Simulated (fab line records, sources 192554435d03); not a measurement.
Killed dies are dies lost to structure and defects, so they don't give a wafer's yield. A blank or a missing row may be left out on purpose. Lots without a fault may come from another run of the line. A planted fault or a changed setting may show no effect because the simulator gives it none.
fab line records | flow n5_finfet
record lots=10 wafers=30 last_day=19
route steps=1938 shown SD_EPI_P@320 BEOL_M4@1096 BEOL_M5@1113 PASSIVATION@1936
lots that met no fault: from a run of the same line without faults
start_h: hours from the record's first day to the start of the lot's first wafer shown | wait_h: hours since the lot's step before | " the same as in the row above | L1.1+2: a row that stands for several wafers | - no value, or no start given | * or withheld: withheld | < > ~ a bound
route shown NAME@n: a module of which the file shows steps, and the number in the route of the first | usual: mean/standard deviation of fault-free wafers | same: alike in all rows | chamber/n: place in a boat | sites: the reading at each site | _std_site: their standard deviation | _edge_site: outer sites' mean less inner sites' | radius_mm: how far each site lies from the wafer's centre | mask NAME#n: copy n | behind: the tool/chamber that last shaped the wafer | hold: why the lot was held/for how many hours/how that ended | device: the transistor (n, p or np) that didn't switch | end of line: the same wafers' tests at the end of the route | a step without rows: its recipe alone | killed: dies lost to structure and defects at the first sort, not the wafer's yield | map: a wafer's dies, x killed, . not, _ none there
set.NAME: the setting as run; set.NAME@STEP: as run at that earlier step | model.NAME: the simulator's own value behind a step, which no gauge read
steps of the route over a sample of lots; a table a step, a row a wafer
services: from which hour (start_h, from the record's first day; less than 0 if before it) a tool's chamber was out of use, for how many hours, and why
## steps
# step N5_SD_EPI_P_VAPOR_ETCH_44
# recipe chemistry=NF3/Ar target=SiGe30 temp_c=25 time_s=3.3 mode=isotropic
# columns lot.wafer tool chamber start_h wait_h
L471.2+5+6 epi_rpcvd-03 0 59.15 0.1
L473.2+4+6 epi_rpcvd-03 0 70.83 0.1
L474.2+3+6 epi_rpcvd-04 0 74.63 0.1
L476.1+4+5 epi_rpcvd-03 0 83.59 0.1
L478.3+5+6 epi_rpcvd-03 0 97.19 0.1
L479.3+5+6 epi_rpcvd-03 0 103.50 0.1
L480.2+3+4 epi_rpcvd-03 0 109.30 0.1
L481.1+4+5 epi_rpcvd-03 0 114.71 0.1
L493.2+3+6 epi_rpcvd-03 0 188.06 0.1
L494.3+4+5 epi_rpcvd-02 0 193.06 0.1
# step N5_BEOL_M4_SPUTTER_92
# recipe material=Cu target_thk_a=45 temp_c=-20 chamber_pressure_pa=0.07 power_w=withheld time_s=8.29
# usual throttle_valve_pct=30.2/1
# columns lot.wafer tool chamber start_h wait_h throttle_valve_pct
L471.2 pvd_sputter-02 - 201.34 0.1 29.9
L471.5 " - " " 29.4
L471.6 " - " " 30.3
L474.2 pvd_sputter-02 - 211.52 0.1 30.1
L474.3 " - " " 32.0
L474.6 " - " " 31.8
L473.2 pvd_sputter-03 - 216.65 0.1 30.2
L473.4 " - " " 29.9
L473.6 " - " " 29.8
L476.1 pvd_sputter-01 - 221.35 0.1 30.0
L476.4 " - " " 28.3
L476.5 " - " " 30.3
L478.3 pvd_sputter-03 - 235.18 0.1 31.3
L478.5 " - " " 31.6
L478.6 " - " " 31.1
L479.3 pvd_sputter-01 - 236.92 0.1 28.1
L479.5 " - " " 28.2
L479.6 " - " " 29.9
L480.2 pvd_sputter-01 - 247.59 0.1 29.9
L480.3 " - " " 30.1
L480.4 " - " " 30.5
L481.1 pvd_sputter-03 - 255.68 0.1 31.4
L481.4 " - " " 29.9
L481.5 " - " " 31.1
L493.2 pvd_sputter-01 - 317.16 0.1 30.2
L493.3 " - " " 30.6
L493.6 " - " " 30.4
L494.3 pvd_sputter-02 - 326.31 0.1 29.5
L494.4 " - " " 31.8
L494.5 " - " " 29.5
# step N5_BEOL_M4_ANNEAL_93
# recipe temp_c=400 time_s=240 ambient=vacuum
# usual heater_power_w=842/83
# columns lot.wafer tool chamber start_h wait_h heater_power_w
L471.2 pvd_sputter-02 - 201.42 0.0 863
L471.5 " - " " 775
L471.6 " - " " 995
L474.2 pvd_sputter-02 - 211.60 0.0 990
L474.3 " - " " 907
L474.6 " - " " 916
L473.2 pvd_sputter-03 - 216.73 0.0 907
L473.4 " - " " 943
L473.6 " - " " 933
L476.1 pvd_sputter-01 - 221.43 0.0 814
L476.4 " - " " 822
L476.5 " - " " 715
L478.3 pvd_sputter-03 - 235.26 0.0 717
L478.5 " - " " 797
L478.6 " - " " 734
L479.3 pvd_sputter-01 - 237.00 0.0 844
L479.5 " - " " 856
L479.6 " - " " 807
L480.2 pvd_sputter-01 - 247.67 0.0 717
L480.3 " - " " 839
L480.4 " - " " 881
L481.1 pvd_sputter-03 - 255.76 0.0 790
L481.4 " - " " 932
L481.5 " - " " 705
L493.2 pvd_sputter-01 - 317.24 0.0 813
L493.3 " - " " 723
L493.6 " - " " 712
L494.3 pvd_sputter-02 - 326.39 0.0 756
L494.4 " - " " 921
L494.5 " - " " 764
# step N5_BEOL_M4_RC_MEAS_101
# usual DIBL_N=36.6/1.9 DIBL_P=36.7/2.2 IOFF_N=0.16/0.035 IOFF_P=0.22/0.038 IOFF_P_85C=3.8/0.55 IOFF_P_LIN=0.104/0.014 ION_N=672/14 ION_P=462/8.3 REXT_P=100.5/2.1 SS_N=71.6/0.65 SS_P=73.5/0.72 VT_N=250/3.5 VT_P=-250/3.1 VT_P_LVT=-98.3/3
# columns lot.wafer tool chamber start_h wait_h DIBL_N[mV/V] DIBL_P[mV/V] IOFF_N[nA/um] IOFF_P[nA/um] IOFF_P_85C[nA/um] IOFF_P_LIN[nA/um] ION_N[uA/um] ION_P[uA/um] REXT_P[ohm.um] SS_N[mV/dec] SS_P[mV/dec] VT_N[mV] VT_P[mV] VT_P_LVT[mV]
L471.2 prober-01 0 203.17 0.2 39.2 40.5 0.22 0.34 5.4 0.147 686 483 97.8 71.1 74.5 243 -239 -91.4
L471.5 " 0 " " 37.5 39.0 0.17 0.29 4.7 0.129 677 471 98.0 71.0 73.9 247 -244 -94.5
L471.6 " 0 " " 33.2 32.6 0.10 0.18 3.2 0.094 646 455 98.1 69.9 72.5 255 -252 -99.7
L474.2 prober-02 0 213.24 0.2 35.1 35.1 0.14 0.18 3.2 0.090 679 466 100.9 71.7 72.6 252 -252 -98.8
L474.3 " 0 " " 36.8 37.9 0.16 0.22 3.8 0.102 668 460 101.5 71.1 74.0 253 -251 -96.0
L474.6 " 0 " " 35.6 36.8 0.15 0.21 3.6 0.098 680 469 101.9 70.9 72.8 250 -249 -96.9
L473.2 prober-02 0 218.38 0.2 37.3 37.3 0.16 0.25 4.3 0.119 690 480 99.8 71.2 73.6 248 -247 -97.0
L473.4 " 0 " " 33.2 32.7 0.11 0.18 3.2 0.093 685 474 99.2 70.0 72.5 253 -250 -99.4
L473.6 " 0 " " 34.2 34.5 0.13 0.20 3.6 0.101 676 477 99.6 70.5 72.5 251 -249 -97.7
L476.1 prober-02 0 222.91 0.0 35.6 35.6 0.12 0.20 3.4 0.094 653 462 98.4 71.6 72.9 255 -250 -98.7
L476.4 " 0 " " 37.4 37.6 0.16 0.22 3.7 0.100 651 448 100.4 72.3 73.5 252 -251 -97.6
L476.5 " 0 " " 34.8 36.4 0.13 0.21 3.6 0.100 661 462 99.6 70.8 73.2 253 -248 -96.9
L478.3 prober-01 0 237.16 0.3 35.9 35.8 0.14 0.16 3.0 0.078 675 454 98.0 71.9 73.2 254 -256 -100.9
L478.5 " 0 " " 37.0 38.1 0.17 0.21 3.8 0.093 661 455 97.9 71.1 74.0 250 -252 -97.5
L478.6 " 0 " " 38.1 38.4 0.18 0.22 3.8 0.096 685 465 96.2 72.2 74.1 250 -254 -96.3
L479.3 prober-01 0 238.77 0.3 36.2 36.5 0.14 0.21 3.6 0.098 674 459 101.7 71.4 73.3 256 -252 -102.3
L479.5 " 0 " " 36.9 37.1 0.16 0.23 3.8 0.106 673 467 100.3 71.7 74.2 251 -245 -99.9
L479.6 " 0 " " 35.3 35.5 0.13 0.20 3.5 0.098 674 465 101.4 71.0 73.5 251 -250 -101.5
L480.2 prober-02 0 249.28 0.2 36.3 31.7 0.15 0.11 2.0 0.056 678 429 126.0 71.1 72.4 252 -265 -113.5
L480.3 " 0 " " 37.3 32.8 0.16 0.12 2.2 0.060 659 420 124.4 71.4 72.9 250 -261 -112.3
L480.4 " 0 " " 36.5 32.8 0.16 0.11 2.2 0.058 681 424 126.6 71.4 72.8 247 -263 -113.2
L481.1 prober-02 0 257.28 0.0 34.1 28.4 0.13 0.09 1.8 0.050 650 409 126.6 71.7 71.8 254 -266 -114.7
L481.4 " 0 " " 33.8 27.7 0.12 0.08 1.7 0.049 656 415 125.1 71.4 71.9 256 -265 -115.4
L481.5 " 0 " " 33.7 27.6 0.12 0.08 1.7 0.047 642 401 124.6 71.3 71.8 258 -264 -116.1
L493.2 prober-02 0 319.81 0.2 38.0 37.2 0.19 0.26 4.3 0.120 699 472 103.2 71.8 73.5 249 -244 -94.9
L493.3 " 0 " " 39.0 39.1 0.23 0.31 4.9 0.133 682 467 105.0 71.8 74.1 245 -244 -93.2
L493.6 " 0 " " 37.8 36.6 0.18 0.25 4.2 0.116 674 463 102.8 72.4 73.6 248 -245 -94.8
L494.3 prober-01 0 328.16 0.3 37.0 38.4 0.17 0.22 3.9 0.104 674 467 102.0 71.4 73.3 251 -250 -97.6
L494.4 " 0 " " 36.8 38.0 0.17 0.24 4.1 0.109 676 459 99.8 72.2 74.1 248 -248 -96.4
L494.5 " 0 " " 38.7 39.6 0.20 0.26 4.3 0.113 694 470 100.9 72.2 73.6 249 -248 -96.3
# step N5_BEOL_M5_CURE_79
# recipe temp_c=385 time_s=240 ambient=He/Ar material=SiCOH_lowk
# usual lamp_power_pct=52.32/0.049 wafer_temp_C_max=387.0/0.63
# columns lot.wafer tool chamber start_h wait_h lamp_power_pct wafer_temp_C_max
L471.2 uv_cure-02 2 204.14 0.1 52.35 387.2
L471.5 " 2 " " 52.33 387.4
L471.6 " 2 " " 52.25 387.1
L474.2 uv_cure-01 2 214.22 0.1 52.28 385.7
L474.3 " 2 " " 52.42 386.0
L474.6 " 2 " " 52.45 385.9
L473.2 uv_cure-03 2 219.40 0.2 52.32 387.7
L473.4 " 2 " " 52.30 386.7
L473.6 " 2 " " 52.34 386.7
L476.1 uv_cure-02 2 223.93 0.0 52.48 387.0
L476.4 " 2 " " 52.31 386.9
L476.5 " 2 " " 52.33 387.1
L478.3 uv_cure-02 0 238.22 0.4 52.29 386.6
L478.5 " 0 " " 52.39 387.0
L478.6 " 0 " " 52.27 386.2
L479.3 uv_cure-01 1 239.64 0.2 52.31 388.3
L479.5 " 1 " " 52.27 387.2
L479.6 " 1 " " 52.30 387.5
L480.2 uv_cure-01 0 250.44 0.3 52.29 387.6
L480.3 " 0 " " 52.30 387.0
L480.4 " 0 " " 52.35 386.9
L481.1 uv_cure-01 0 258.38 0.1 52.36 386.9
L481.4 " 0 " " 52.28 386.9
L481.5 " 0 " " 52.33 387.2
L493.2 uv_cure-01 2 320.76 0.1 52.30 386.0
L493.3 " 2 " " 52.29 386.3
L493.6 " 2 " " 52.41 386.0
L494.3 uv_cure-02 0 329.03 0.2 52.33 387.4
L494.4 " 0 " " 52.33 387.0
L494.5 " 0 " " 52.31 387.1
# step N5_PASSIVATION_PROBE_49
# usual defect_limited_yield=91.6/1.4 killed_at_M0_to_M3=35/10 killed_at_M4_up=13/4.8 killed_at_contacts=12/7.2 killed_at_front_end=36/12 killed_at_other=4/3.1 killed_dies=100/17 killed_open=66/13 killed_short=32/7.3 sort_bin_5_function=5.0/0.94 sort_bin_6_memory=3.1/0.67 sort_bin_8_speed=0.01/0.047 sort_n_pass=1080/17 sort_yield_pct=91.6/1.4
# same gross_dies=1180 killed_at_back_side=0 sort_bin_4_leakage[%]=0
# columns lot.wafer tool chamber start_h wait_h defect_limited_yield[%] killed_at_M0_to_M3 killed_at_M4_up killed_at_contacts killed_at_front_end killed_at_other killed_dies killed_open killed_short sort_bin_5_function[%] sort_bin_6_memory[%] sort_bin_8_speed[%] sort_n_pass sort_yield_pct[%]
L471.2 prober-01 - 317.24 0.1 91.8 38 8 12 35 4 97 59 38 4.1 3.6 0 1083 91.8
L471.5 prober-01 - 317.39 0.2 91.0 41 14 16 35 0 106 76 30 5.5 3.5 0 1074 91.0
L471.6 prober-01 - 317.44 0.3 93.1 40 3 11 28 0 82 51 31 4.9 1.7 0.08 1097 93.0
L474.2 prober-02 - 323.42 0.1 89.7 52 14 11 42 2 121 90 30 6.8 3.2 0 1059 89.7
L474.3 prober-02 - 323.47 0.1 89.9 59 7 10 41 2 119 78 40 6.4 3.3 0 1061 89.9
L474.6 prober-02 - 323.62 0.3 91.1 38 12 13 39 3 105 71 33 5.5 3.1 0 1075 91.1
L473.2 prober-01 - 347.66 0.1 92.7 40 7 12 25 2 86 55 30 4.6 2.4 0 1094 92.7
L473.4 prober-01 - 347.76 0.2 92.7 28 12 9 33 4 86 55 31 4.7 2.5 0 1094 92.7
L473.6 prober-01 - 347.86 0.3 90.3 46 14 4 49 2 115 79 35 5.8 3.8 0 1065 90.3
L476.1 prober-02 - 356.02 0.0 93.2 34 6 17 18 5 80 43 36 4.2 2.4 0 1100 93.2
L476.4 prober-02 - 356.17 0.2 90.9 38 14 24 24 7 107 64 43 5.2 3.2 0 1073 90.9
L476.5 prober-02 - 356.22 0.2 89.7 38 11 35 31 6 121 82 38 5.7 4.3 0 1059 89.7
L478.3 prober-01 - 356.88 0.1 89.7 32 8 16 65 0 121 83 37 5.8 4.0 0 1059 89.7
L478.5 prober-01 - 356.98 0.2 91.5 20 17 20 39 4 100 76 24 5.1 3.0 0 1080 91.5
L478.6 prober-01 - 357.03 0.3 91.8 33 19 8 31 6 97 68 29 5.7 2.5 0 1083 91.8
L479.3 prober-02 - 371.47 0.1 91.0 27 16 12 50 1 106 78 26 4.9 3.6 0 1074 91.0
L479.5 prober-02 - 371.57 0.2 89.7 34 20 10 52 6 122 88 32 5.6 4.4 0 1058 89.7
L479.6 prober-02 - 371.62 0.3 90.9 23 20 6 56 2 107 78 28 4.2 4.7 0 1073 90.9
L480.2 prober-02 - 375.75 0.1 94.4 28 10 10 17 1 66 48 18 2.8 2.7 46.10 570 48.3
L480.3 prober-02 - 375.80 0.1 96.0 18 4 9 13 3 47 35 12 2.5 1.4 84.92 131 11.1
L480.4 prober-02 - 375.85 0.2 93.3 32 11 15 21 0 79 58 21 3.6 2.7 40.51 623 52.8
L481.1 prober-01 - 389.60 0.0 91.5 37 7 13 39 4 100 61 39 4.6 3.6 91.53 0 0
L481.4 prober-01 - 389.75 0.2 91.2 31 7 8 52 6 104 68 36 5.3 3.2 87.97 38 3.2
L481.5 prober-01 - 389.80 0.2 92.0 30 25 12 26 1 94 65 29 5.0 2.9 92.03 0 0
L493.2 prober-01 - 446.20 0.1 90.3 39 10 6 57 2 114 72 41 5.8 3.5 0 1066 90.3
L493.3 prober-01 - 446.25 0.1 91.8 36 9 3 36 13 97 67 30 5.3 2.8 0 1083 91.8
L493.6 prober-01 - 446.40 0.3 91.5 30 6 9 49 6 100 61 38 5.2 3.1 0 1080 91.5
L494.3 prober-02 - 448.85 0.1 92.1 22 17 19 32 3 93 62 30 4.5 3.1 0 1087 92.1
L494.4 prober-02 - 448.90 0.2 90.5 26 16 18 49 3 112 71 41 6.0 2.7 0 1068 90.5
L494.5 prober-02 - 448.95 0.2 90.0 50 16 21 23 8 118 83 35 5.8 3.7 0 1062 90.0
# killed by level:class
L471.2 FIN_SAQP:geometric_particle:short=11 BEOL_M0_SAQP:geometric_particle:open=10 FIN_SAQP:geometric_particle:open=9 MOL_CONTACT_COAG:geometric_particle:open=9 BEOL_M0_SAQP:geometric_particle:short=7 BEOL_M3:geometric_particle:open=7 DUMMY_GATE:geometric_particle:open=4 BEOL_M2:geometric_particle:open=4
L471.5 MOL_CONTACT_COAG:geometric_particle:open=14 FIN_SAQP:geometric_particle:open=13 BEOL_M2:geometric_particle:open=8 BEOL_M1:geometric_particle:open=6 BEOL_M3:geometric_particle:open=6 BEOL_M0_SAQP:geometric_particle:open=6 BEOL_M5:geometric_particle:open=6 STARTING-WAFER:geometric_particle:short=6
L471.6 MOL_CONTACT_COAG:geometric_particle:open=9 BEOL_M0_SAQP:geometric_particle:short=9 BEOL_M0_SAQP:geometric_particle:open=7 STI_FIN_REVEAL:geometric_particle:open=6 GATE_CUT:geometric_particle:open=6 BEOL_M3:geometric_particle:open=6 FIN_SAQP:geometric_particle:short=5 BEOL_M3:geometric_particle:short=5
L474.2 BEOL_M3:geometric_particle:open=17 BEOL_M2:geometric_particle:open=13 FIN_SAQP:geometric_particle:open=10 MOL_CONTACT_COAG:geometric_particle:open=8 DUMMY_GATE:geometric_particle:open=6 BEOL_M1:geometric_particle:open=6 BEOL_M4:geometric_particle:open=5 BEOL_M6:geometric_particle:open=5
L474.3 BEOL_M3:geometric_particle:open=17 BEOL_M1:geometric_particle:open=14 FIN_SAQP:geometric_particle:open=8 BEOL_M2:geometric_particle:open=8 STI_FIN_REVEAL:geometric_particle:open=7 GATE_CUT:geometric_particle:short=7 MOL_CONTACT_COAG:geometric_particle:open=7 BEOL_M3:geometric_particle:short=5
L474.6 FIN_SAQP:geometric_particle:open=14 MOL_CONTACT_COAG:geometric_particle:open=9 FIN_SAQP:geometric_particle:short=7 BEOL_M4:geometric_particle:open=7 BEOL_M1:geometric_particle:open=6 BEOL_M2:geometric_particle:open=6 BEOL_M0_SAQP:geometric_particle:open=5 BEOL_M0_SAQP:geometric_particle:short=5
L473.2 BEOL_M3:geometric_particle:open=12 BEOL_M2:geometric_particle:open=9 BEOL_M0_SAQP:geometric_particle:short=8 MOL_CONTACT_COAG:geometric_particle:open=7 GATE_CUT:geometric_particle:short=6 FIN_SAQP:geometric_particle:open=5 MOL_CONTACT_COAG:geometric_particle:short=5 BEOL_M0:geometric_particle:open=4
L473.4 STI_FIN_REVEAL:geometric_particle:open=13 BEOL_M2:geometric_particle:open=9 MOL_CONTACT_COAG:geometric_particle:open=7 BEOL_M0_SAQP:geometric_particle:open=6 FIN_SAQP:geometric_particle:short=3 BEOL_M0_SAQP:geometric_particle:short=3 BEOL_M4:geometric_particle:open=3 BEOL_M1:geometric_particle:short=3
L473.6 BEOL_M0_SAQP:geometric_particle:open=15 GATE_CUT:geometric_particle:short=11 BEOL_M5:geometric_particle:open=10 BEOL_M3:geometric_particle:open=9 BEOL_M0_SAQP:geometric_particle:short=8 STI_FIN_REVEAL:geometric_particle:open=7 BEOL_M2:geometric_particle:open=7 FIN_SAQP:geometric_particle:open=5
L476.1 MOL_CONTACT_COAG:geometric_particle:open=12 BEOL_M0_SAQP:geometric_particle:open=9 BEOL_M0_SAQP:geometric_particle:short=9 BEOL_M2:geometric_particle:open=6 MOL_CONTACT_COAG:geometric_particle:short=5 BEOL_M2:geometric_particle:short=5 STI_FIN_REVEAL:geometric_particle:open=4 MIM_TOP:geometric_particle:short=4
L476.4 MOL_CONTACT_COAG:geometric_particle:open=17 BEOL_M0_SAQP:geometric_particle:open=13 BEOL_M0_SAQP:geometric_particle:short=9 BEOL_M2:geometric_particle:open=9 MOL_CONTACT_COAG:geometric_particle:short=7 STARTING-WAFER:geometric_particle:short=6 FIN_SAQP:geometric_particle:open=5 BEOL_M5:geometric_particle:short=5
L476.5 MOL_CONTACT_COAG:geometric_particle:open=25 STI_FIN_REVEAL:geometric_particle:open=19 BEOL_M0_SAQP:geometric_particle:open=11 MOL_CONTACT_COAG:geometric_particle:short=10 BEOL_M0_SAQP:geometric_particle:short=9 BEOL_M2:geometric_particle:open=7 BEOL_M1:geometric_particle:open=4 BEOL_M5:geometric_particle:open=4
L478.3 STI_FIN_REVEAL:geometric_particle:open=25 MOL_CONTACT_COAG:geometric_particle:open=13 FIN_SAQP:geometric_particle:open=12 BEOL_M0_SAQP:geometric_particle:short=9 BEOL_M0_SAQP:geometric_particle:open=8 BEOL_M3:geometric_particle:open=6 BEOL_M3:geometric_particle:short=6 STARTING-WAFER:geometric_particle:short=5
L478.5 MOL_CONTACT_COAG:geometric_particle:open=16 STI_FIN_REVEAL:geometric_particle:open=13 BEOL_M4:geometric_particle:open=11 FIN_SAQP:geometric_particle:open=7 FIN_SAQP:geometric_particle:short=6 BEOL_M0_SAQP:geometric_particle:open=6 BEOL_M0_SAQP:geometric_particle:short=5 MOL_CONTACT_COAG:geometric_particle:short=4
L478.6 STI_FIN_REVEAL:geometric_particle:open=10 BEOL_M0_SAQP:geometric_particle:short=10 BEOL_M4:geometric_particle:open=10 BEOL_M0_SAQP:geometric_particle:open=9 MOL_CONTACT_COAG:geometric_particle:open=7 FIN_SAQP:geometric_particle:open=5 BEOL_M3:geometric_particle:open=5 ILD0:geometric_particle:short=4
L479.3 STI_FIN_REVEAL:geometric_particle:open=17 MOL_CONTACT_COAG:geometric_particle:open=10 BEOL_M2:geometric_particle:open=7 BEOL_M4:geometric_particle:open=7 FIN_SAQP:geometric_particle:short=6 FIN_SAQP:geometric_particle:open=6 DUMMY_GATE:geometric_particle:open=4 BEOL_M0:geometric_particle:open=4
L479.5 STI_FIN_REVEAL:geometric_particle:open=13 BEOL_M4:geometric_particle:open=12 DUMMY_GATE:geometric_particle:open=11 MOL_CONTACT_COAG:geometric_particle:open=9 BEOL_M1:geometric_particle:open=9 FIN_SAQP:geometric_particle:short=7 BEOL_M2:geometric_particle:short=6 FIN_SAQP:geometric_particle:open=5
L479.6 STI_FIN_REVEAL:geometric_particle:open=20 BEOL_M4:geometric_particle:open=14 BEOL_M2:geometric_particle:open=8 FIN_SAQP:geometric_particle:short=7 ILD0:geometric_particle:open=5 BEOL_M0_SAQP:geometric_particle:open=5 FIN_SAQP:geometric_particle:open=4 STI_FIN_REVEAL:geometric_particle:short=4
L480.2 MOL_CONTACT_COAG:geometric_particle:open=8 BEOL_M1:geometric_particle:open=8 BEOL_M3:geometric_particle:open=8 STI_FIN_REVEAL:geometric_particle:open=5 BEOL_M2:geometric_particle:open=4 ILD0:geometric_particle:short=3 BEOL_M0_SAQP:geometric_particle:short=3 BEOL_M4:geometric_particle:open=3
L480.3 MOL_CONTACT_COAG:geometric_particle:open=6 BEOL_M1:geometric_particle:open=6 BEOL_M0_SAQP:geometric_particle:open=4 BEOL_M2:geometric_particle:open=4 SPACER0:geometric_particle:open=3 MOL_CONTACT_COAG:geometric_particle:short=3 FIN_SAQP:geometric_particle:open=2 FIN_SAQP:geometric_particle:short=2
L480.4 MOL_CONTACT_COAG:geometric_particle:open=13 BEOL_M2:geometric_particle:open=8 BEOL_M0:geometric_particle:open=5 BEOL_M1:geometric_particle:open=5 FIN_SAQP:geometric_particle:short=4 DUMMY_GATE:geometric_particle:open=4 BEOL_M0_SAQP:geometric_particle:open=4 BEOL_M1:geometric_particle:short=4
L481.1 BEOL_M0_SAQP:geometric_particle:open=9 BEOL_M0_SAQP:geometric_particle:short=9 FIN_SAQP:geometric_particle:short=8 MOL_CONTACT_COAG:geometric_particle:open=8 BEOL_M1:geometric_particle:open=8 FIN_SAQP:geometric_particle:open=7 STI_FIN_REVEAL:geometric_particle:open=7 MOL_CONTACT_COAG:geometric_particle:short=5
L481.4 STI_FIN_REVEAL:geometric_particle:open=16 DUMMY_GATE:geometric_particle:open=9 BEOL_M1:geometric_particle:open=9 MOL_CONTACT_COAG:geometric_particle:open=8 BEOL_M0_SAQP:geometric_particle:short=7 FIN_SAQP:geometric_particle:short=5 FIN_SAQP:geometric_particle:open=5 STI_FIN_REVEAL:geometric_particle:short=3
L481.5 BEOL_M1:geometric_particle:open=11 MOL_CONTACT_COAG:geometric_particle:open=9 BEOL_M4:geometric_particle:open=9 DUMMY_GATE:geometric_particle:open=6 FIN_SAQP:geometric_particle:open=5 BEOL_M0_SAQP:geometric_particle:short=5 BEOL_M2:geometric_particle:open=5 FIN_SAQP:geometric_particle:short=4
L493.2 STI_FIN_REVEAL:geometric_particle:open=18 FIN_SAQP:geometric_particle:short=15 BEOL_M2:geometric_particle:open=8 FIN_SAQP:geometric_particle:open=6 BEOL_M1:geometric_particle:open=6 BEOL_M3:geometric_particle:open=6 MOL_CONTACT_COAG:geometric_particle:open=4 BEOL_M0_SAQP:geometric_particle:open=4
L493.3 FIN_SAQP:geometric_particle:open=11 BEOL_M3:geometric_particle:open=10 FIN_SAQP:geometric_particle:short=9 BEOL_M2:geometric_particle:open=9 DUMMY_GATE:geometric_particle:open=5 BEOL_M0_SAQP:geometric_particle:short=5 BEOL_M1:geometric_particle:open=5 PAD_METAL:geometric_particle:open=5
L493.6 BEOL_M1:geometric_particle:open=14 FIN_SAQP:geometric_particle:open=11 STI_FIN_REVEAL:geometric_particle:open=11 FIN_SAQP:geometric_particle:short=10 MOL_CONTACT_COAG:geometric_particle:open=6 GATE_CUT:geometric_particle:short=4 BEOL_M0_SAQP:geometric_particle:short=4 BEOL_M0:geometric_particle:open=4
L494.3 MOL_CONTACT_COAG:geometric_particle:open=13 FIN_SAQP:geometric_particle:open=7 GATE_CUT:geometric_particle:open=6 MOL_CONTACT_COAG:geometric_particle:short=6 BEOL_M2:geometric_particle:open=5 BEOL_M0_SAQP:geometric_particle:short=5 STARTING-WAFER:geometric_particle:open=5 BEOL_M0:geometric_particle:open=4
L494.4 MOL_CONTACT_COAG:geometric_particle:open=15 FIN_SAQP:geometric_particle:short=11 BEOL_M1:geometric_particle:open=9 GATE_CUT:geometric_particle:short=8 BEOL_M4:geometric_particle:open=8 FIN_SAQP:geometric_particle:open=7 GATE_CUT:geometric_particle:open=6 BEOL_M0_SAQP:geometric_particle:short=6
L494.5 MOL_CONTACT_COAG:geometric_particle:open=18 BEOL_M0_SAQP:geometric_particle:short=12 BEOL_M0_SAQP:geometric_particle:open=11 BEOL_M0:geometric_particle:open=10 BEOL_M3:geometric_particle:open=6 FIN_SAQP:geometric_particle:open=5 STI_FIN_REVEAL:geometric_particle:open=5 MIM_TOP:geometric_particle:open=5
## services
# columns tool chamber start_h hours kind
epi_rpcvd-02 - 55.69 1.5 repair
uv_cure-01 - 77.05 10.4 repair
uv_cure-02 - 85.71 2.1 pm
epi_rpcvd-03 - 89.40 0.4 repair
pvd_sputter-03 - 107.51 2.6 repair
uv_cure-02 - 113.72 2.1 repair
uv_cure-01 - 117.05 7.5 repair
uv_cure-03 - 118.99 1.5 repair
uv_cure-03 - 127.68 7.5 pm
pvd_sputter-02 - 134.88 5.2 repair
pvd_sputter-03 - 139.96 3.3 repair
pvd_sputter-02 - 168.67 3.0 repair
epi_rpcvd-04 - 170.91 2.8 pm
uv_cure-01 - 211.68 0.5 repair
uv_cure-02 - 216.82 3.4 pm
uv_cure-03 - 230.15 0.9 repair
uv_cure-03 - 240.04 22.2 pm
pvd_sputter-01 - 272.01 0.5 repair
uv_cure-03 - 278.17 1.0 pm
uv_cure-02 - 285.79 2.4 repair
uv_cure-01 - 293.71 1.0 pm
## key
first_sign step=N5_BEOL_M4_RC_MEAS_101 reading=REXT_P direction=up sigmas=12 usual=100.5 struck=125.6
effect step=N5_BEOL_M4_RC_MEAS_101 reading=ION_P direction=down sigmas=5.6 usual=462 struck=416
effect step=N5_BEOL_M4_RC_MEAS_101 reading=VT_P_LVT direction=down sigmas=5.4 usual=-98.3 struck=-114.2
effect step=N5_BEOL_M4_RC_MEAS_101 reading=VT_P direction=down sigmas=4.6 usual=-250 struck=-264
effect step=N5_BEOL_M4_RC_MEAS_101 reading=IOFF_P_LIN direction=down sigmas=3.7 usual=0.104 struck=0.054
effect step=N5_BEOL_M4_RC_MEAS_101 reading=IOFF_P_85C direction=down sigmas=3.4 usual=3.8 struck=1.9
effect step=N5_BEOL_M4_RC_MEAS_101 reading=IOFF_P direction=down sigmas=3.2 usual=0.22 struck=0.10
effect step=N5_BEOL_M4_RC_MEAS_101 reading=DIBL_P direction=down sigmas=3 usual=36.7 struck=30.2
effect step=N5_BEOL_M4_RC_MEAS_101 reading=SS_P direction=down sigmas=1.7 usual=73.5 struck=72.3
effect step=N5_PASSIVATION_PROBE_49 reading=sort_bin_8_speed direction=up sigmas=99+ usual=0.01 struck=73.84
met_at N5_SD_EPI_P_VAPOR_ETCH_44
struck_lots L480,L481
not_acting_at N5_BEOL_M4_SPUTTER_92,N5_BEOL_M4_ANNEAL_93,N5_BEOL_M5_CURE_79
onset_between 103.50 109.30
fault kind=process_parameter_drift tool=epi_rpcvd-03 chamber=- onset_h=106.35 steps=N5_SD_EPI_P_VAPOR_ETCH_44 channel=time_s offset=* shape=step end_h=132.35 acts_in=* stated=*
